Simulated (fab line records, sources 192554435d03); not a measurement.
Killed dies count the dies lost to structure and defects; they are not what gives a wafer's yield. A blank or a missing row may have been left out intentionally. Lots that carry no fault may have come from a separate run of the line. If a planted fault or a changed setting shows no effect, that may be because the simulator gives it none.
Which of the tools did it?    flow n5-finfet    27 wafers from 9 lots sampled at 6 of the route's 1938 steps

## WHAT EACH GAUGE READ, for each wafer
N5_DUMMY_REMOVAL_INSPECT_06: inspects for defects (brightfield). Usual: raw-defect-count at 11, with a standard deviation of 5.4.
lot   measured     on                 raw-defect-count  flag
L883  day 3 22:20  defect-inspect-01  21 15 11          
L884  day 4 08:10  defect-inspect-01  11 8 23           
L887  day 5 01:17  defect-inspect-02  12 8 8            
L890  day 5 17:35  defect-inspect-02  2 14 7            
L891  day 6 00:50  defect-inspect-01  7 7 6             
L895  day 6 22:23  defect-inspect-02  14 13 7           
L897  day 7 08:07  defect-inspect-02  8 17 5            
L898  day 7 19:19  defect-inspect-01  11 7 6            
L906  day 9 17:20  defect-inspect-01  4 13 14           

N5_HKMG_FIN_CD_MEAS_49: the cd target is 202 nm. Usual: cd-nm at 201.9 nm, with a standard deviation of 0.55.
lot   measured     on         cd-nm (nm)         flag
L883  day 3 23:38  cd-sem-02  201.9 202.0 201.5  
L884  day 4 09:28  cd-sem-01  202.1 202.4 201.1  
L887  day 5 02:43  cd-sem-03  200.8 201.3 201.6  
L890  day 5 18:53  cd-sem-02  202.1 201.4 202.4  
L891  day 6 02:10  cd-sem-01  202.1 201.9 202.0  
L895  day 6 23:47  cd-sem-02  202.0 201.3 201.1  
L897  day 7 09:22  cd-sem-02  201.8 201.9 202.3  
L898  day 7 20:29  cd-sem-01  202.6 202.4 201.9  
L906  day 9 18:38  cd-sem-02  201.9 201.6 201.5  

N5_HKMG_FIN_INSPECT_61: inspects for defects (macro). Usual: raw-defect-count at 2.0, with a standard deviation of 1.3.
lot   measured     on                 raw-defect-count  flag
L883  day 3 23:42  defect-inspect-02  1 2 3             
L884  day 4 09:31  defect-inspect-01  2 1 1             
L887  day 5 02:46  defect-inspect-01  6 3 0             
L890  day 5 18:56  defect-inspect-01  2 3 2             
L891  day 6 02:14  defect-inspect-01  2 0 1             
L895  day 6 23:51  defect-inspect-02  2 0 1             
L897  day 7 09:25  defect-inspect-01  2 2 0             
L898  day 7 20:33  defect-inspect-01  >300 3 1          
L906  day 9 18:41  defect-inspect-01  0 1 5             

N5_BEOL_M4_RC_MEAS_101. Usual: DIBL_N 36.5 mV/V, standard deviation 1.4; DIBL_P 36.6 mV/V, standard deviation 1.6; IOFF_N 0.160 nA/um, standard deviation 0.024; IOFF_P 0.217 nA/um, standard deviation 0.029; ION_N 674 uA/um, standard deviation 8.7; ION_P 464 uA/um, standard deviation 6.5; SS_N 71.6 mV/dec, standard deviation 0.47; SS_P 73.4 mV/dec, standard deviation 0.57; VT_N 250.0 mV, standard deviation 2.5; VT_P -250 mV, standard deviation 3.1.
lot   measured      on         DIBL_N (mV/V)   DIBL_P (mV/V)   IOFF_N (nA/um)     IOFF_P (nA/um)     ION_N (uA/um)  ION_P (uA/um)  SS_N (mV/dec)   SS_P (mV/dec)   VT_N (mV)          VT_P (mV)       flag
L883  day 7 23:13   prober-02  38.0 39.3 36.9  37.7 38.8 36.6  0.172 0.190 0.149  0.236 0.250 0.218  676 676 673    466 466 468    71.7 72.2 71.5  72.8 73.7 73.6  250.4 247.5 252.5  -248 -247 -250  
L884  day 8 06:04   prober-02  34.3 35.2 35.5  35.8 36.7 36.3  0.140 0.143 0.152  0.193 0.203 0.208  663 666 671    465 461 462    71.6 71.8 71.7  72.8 72.6 73.3  250.5 251.5 249.1  -251 -251 -249  
L887  day 9 03:20   prober-01  37.1 36.6 36.3  37.2 36.7 36.3  0.180 0.178 0.169  0.253 0.256 0.241  687 675 684    474 468 475    71.6 71.7 71.6  73.5 72.6 73.6  247.7 247.2 244.9  -247 -246 -245  
L890  day 10 00:01  prober-01  38.3 35.9 37.5  38.1 33.7 36.4  0.188 0.130 0.166  0.269 0.193 0.238  683 663 663    473 467 462    71.7 71.6 72.2  74.7 72.2 73.8  248.0 253.9 250.4  -245 -249 -250  
L891  day 10 11:13  prober-01  36.3 37.1 36.9  37.3 37.9 37.7  0.169 0.187 0.176  0.261 0.267 0.256  678 673 689    474 474 474    71.1 72.0 71.9  74.2 73.4 73.4  248.6 245.1 248.4  -245 -243 -244  
L895  day 11 04:09  prober-01  35.7 37.9 36.0  35.4 37.3 35.4  0.134 0.174 0.140  0.212 0.239 0.210  666 681 675    469 465 468    70.7 72.1 71.0  72.5 73.1 72.9  251.2 249.5 249.9  -249 -246 -249  
L897  day 11 20:25  prober-02  36.8 36.1 36.4  37.4 36.8 36.4  0.157 0.154 0.155  0.227 0.219 0.219  668 678 678    458 468 469    72.0 71.6 70.4  74.0 73.4 73.7  251.6 250.2 251.5  -247 -249 -249  
L898  day 11 23:23  prober-01  39.6 37.6 34.9  40.9 37.6 34.8  0.225 0.175 0.131  0.299 0.239 0.190  692 680 664    480 467 463    72.1 71.7 70.7  74.3 73.3 73.4  245.3 248.3 250.8  -246 -248 -249  
L906  day 13 16:08  prober-02  37.0 36.4 36.7  36.3 36.3 36.4  0.169 0.166 0.173  0.218 0.213 0.222  677 682 680    459 464 464    72.2 71.4 72.0  72.9 74.0 73.8  249.2 247.6 247.2  -251 -252 -249  

## WHAT TOOL EACH LOT RAN ON (gives the tool, then ch and the chambers of the sampled wafers, and finally the start)
lot   N5_HKMG_FIN_HK_ALD_01            N5_HKMG_FIN_STRIP_93
L883  ald-hk-03 ch 0,1,3, day 3 22:42  rie-diel-01 ch 1,2,3, day 4 00:44
L884  ald-hk-02 ch 1,2,3, day 4 08:31  rie-diel-06 ch 1,2, day 4 10:17
L887  ald-hk-03 ch 0,1,2, day 5 01:38  rie-diel-06 ch 1,2,3, day 5 03:32
L890  ald-hk-03 ch 0,2,3, day 5 17:56  rie-diel-02 ch 0,1,2, day 5 19:42
L891  ald-hk-01 ch 0,1,3, day 6 01:11  rie-diel-02 ch 1,3, day 6 02:59
L895  ald-hk-03 ch 0,2, day 6 22:44    rie-diel-06 ch 2,3, day 7 00:37
L897  ald-hk-02 ch 1,2, day 7 08:28    rie-diel-02 ch 0,1,2, day 7 10:11
L898  ald-hk-03 ch 0,1,2, day 7 19:40  rie-diel-01 ch 0,1,2, day 7 21:19
L906  ald-hk-02 ch 1,2,3, day 9 17:41  rie-diel-01 ch 0,2,3, day 9 19:27
- N5_HKMG_FIN_HK_ALD_01: deposits HfO2, target thk 1.6 nm, pulse time 3 s, purge time 3 s.
- N5_HKMG_FIN_STRIP_93: strips SOC in N2/H2, time 20 s.

## AS READ BY THE TOOLS THEMSELVES (means over the sampled wafers that have a number; for cases with no such wafer, the mark the record gives instead)
N5_HKMG_FIN_HK_ALD_01. Usual: precursor-pulse-height-rel at 1.000, with a standard deviation of 0.019.
lot   tool       precursor-pulse-height-rel  flag
L883  ald-hk-03  0.995                       
L884  ald-hk-02  0.998                       
L887  ald-hk-03  0.997                       
L890  ald-hk-03  1.014                       
L891  ald-hk-01  0.998                       
L895  ald-hk-03  1.024                       
L897  ald-hk-02  1.003                       
L898  ald-hk-03  1.015                       
L906  ald-hk-02  0.993                       

N5_HKMG_FIN_STRIP_93. Usual: drypump-motor-current-A 5.8 A, standard deviation 0.46; oes-product-au 0.78 a.u., standard deviation 0.079; rf-vpp-V 54.3 V, standard deviation 0.98; showerhead-plenum-p-Torr 3.40 Torr, standard deviation 0.13; throttle-valve-pct 19.1 %, standard deviation 0.33.
lot   tool         drypump-motor-current-A (A)  oes-product-au (a.u.)  rf-vpp-V (V)  showerhead-plenum-p-Torr (Torr)  throttle-valve-pct (%)  flag
L883  rie-diel-01  5.6                          0.83                   55.6          3.52                             19.0                    
L884  rie-diel-06  5.2                          0.71                   54.7          3.37                             19.1                    
L887  rie-diel-06  5.6                          0.74                   54.5          3.39                             19.4                    
L890  rie-diel-02  6.0                          0.75                   54.3          3.40                             19.1                    
L891  rie-diel-02  6.3                          0.74                   54.6          3.40                             19.0                    
L895  rie-diel-06  6.1                          0.77                   54.0          3.41                             19.7                    
L897  rie-diel-02  6.0                          0.73                   53.2          3.39                             19.1                    
L898  rie-diel-01  5.4                          0.76                   54.6          3.40                             19.1                    
L906  rie-diel-01  5.6                          0.72                   53.3          3.38                             19.3                    

## THE ANSWER, worked out from the rows above alone
Rule: a lot is off if the mean of its wafers that have a number lies more than 3 standard deviations from the usual mean. Also off: a lot with no number at a reading for which 4 or more lots have one. Any other lot the step has rows for is counted as sound. After the gauges, taken in route order, come the tools' own readings; for these a lot's mean is taken, as printed above. At the first step where some lot is off, the reading lying furthest off is the one used; lots without a number count as furthest.
No lot is off on any of the readings shown, so nothing can be concluded from this.

## WHAT WAS PUT IN BY THE SIMULATOR
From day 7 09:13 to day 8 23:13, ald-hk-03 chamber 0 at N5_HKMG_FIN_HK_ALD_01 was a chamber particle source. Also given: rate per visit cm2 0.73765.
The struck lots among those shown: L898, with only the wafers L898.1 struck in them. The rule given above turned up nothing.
